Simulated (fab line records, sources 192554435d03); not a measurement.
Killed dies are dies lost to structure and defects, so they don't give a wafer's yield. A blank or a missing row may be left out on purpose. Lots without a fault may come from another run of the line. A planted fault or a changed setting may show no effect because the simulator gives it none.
Chamber matching | flow n5_finfet | N5_BEOL_M6_ETCH_62 on rie_diel-02: 4 sister chambers
The step etches SOC in N2/H2, target depth 110 nm, overetch 22 nm, time 165 s. 4 wafers are shown with their chamber, then 12 later ones without.

WAFERS WITH THEIR CHAMBER
wafer  | chamber | showerhead_plenum_p_Torr (Torr)
L084.6 | 3       | 2.65
L085.3 | 0       | 2.51
L088.1 | 1       | 2.41
L088.6 | 2       | 2.48

WAFERS WITHOUT THEIR CHAMBER
wafer  | showerhead_plenum_p_Torr (Torr)
L093.2 | 2.51
L093.4 | 2.65
L093.5 | 2.41
L092.1 | 2.50
L092.2 | 2.47
L092.5 | 2.64
L095.2 | 2.64
L095.3 | 2.47
L095.5 | 2.47
L097.2 | 2.47
L097.3 | 2.40
L097.5 | 2.50

WHICH CHAMBER EACH WENT THROUGH
wafer  | from the rows above     | in truth
L093.2 | 0                       | 0
L093.4 | 3                       | 3
L093.5 | 1                       | 1
L092.1 | can't be placed: 0 or 2 | 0
L092.2 | 2                       | 2
L092.5 | 3                       | 3
L095.2 | 3                       | 3
L095.3 | 2                       | 2
L095.5 | 2                       | 2
L097.2 | 2                       | 2
L097.3 | 1                       | 1
L097.5 | can't be placed: 0 or 2 | 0
Placed correctly: 10 of 12. Can't be placed from these rows: 2 (the true chamber is among the candidates in 2). Placed wrongly: 0.
How it was worked out, from the rows above alone: a wafer's distance from a chamber is the root of the sum, over the readings, of the square of ((its reading less the chamber's mean) divided by the reading's scatter). The wafer belongs to the nearest chamber; if the next one is less than 2 further off, it can't be placed. A chamber's mean is the mean of its shown wafers. The scatter: with one shown wafer a chamber, the root of the mean of the squares of how far each hidden wafer lies from its nearest shown one.
